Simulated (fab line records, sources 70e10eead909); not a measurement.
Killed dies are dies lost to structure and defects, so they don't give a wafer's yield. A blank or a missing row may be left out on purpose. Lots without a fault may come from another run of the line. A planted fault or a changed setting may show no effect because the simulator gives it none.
Chamber matching | flow nand_harc | NHARC_A_DECK1_JOINT_CMP_02 on cmp-03: 4 sister chambers
The step polishes SiOx. 8 wafers are shown with their chamber, then 7 later ones without.

WAFERS WITH THEIR CHAMBER
wafer  | chamber | motor_current_A (A)
L079.5 | 0       | 12.2
L085.1 | 2       | 12.3
L085.5 | 3       | 11.5
L088.2 | 1       | 13.4
L088.5 | 2       | 12.1
L088.6 | 3       | 10.9
L090.1 | 1       | 12.6
L090.2 | 0       | 12.3

WAFERS WITHOUT THEIR CHAMBER
wafer  | motor_current_A (A)
L090.6 | 11.6
L095.1 | 12.6
L095.2 | 13.2
L095.6 | 11.5
L097.1 | 12.7
L097.2 | 13.6
L097.5 | 12.3

WHICH CHAMBER EACH WENT THROUGH
wafer  | from the rows above          | in truth
L090.6 | can't be placed: 3 or 2 or 0 | 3
L095.1 | can't be placed: 0 or 1 or 2 | 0
L095.2 | 1                            | 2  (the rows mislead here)
L095.6 | can't be placed: 3 or 2 or 0 | 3
L097.1 | can't be placed: 1 or 0 or 2 | 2
L097.2 | 1                            | 1
L097.5 | can't be placed: 0 or 2 or 1 | 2
Placed correctly: 1 of 7. Can't be placed from these rows: 5 (the true chamber is among the candidates in 5). Placed wrongly: 1.
How it was worked out, from the rows above alone: a wafer's distance from a chamber is the root of the sum, over the readings, of the square of ((its reading less the chamber's mean) divided by the reading's scatter). The wafer belongs to the nearest chamber; if the next one is less than 2 further off, it can't be placed. A chamber's mean is the mean of its shown wafers. The scatter: the root of (the sum of the squares of (reading less its chamber's mean) over the shown wafers, divided by (wafers less chambers)).
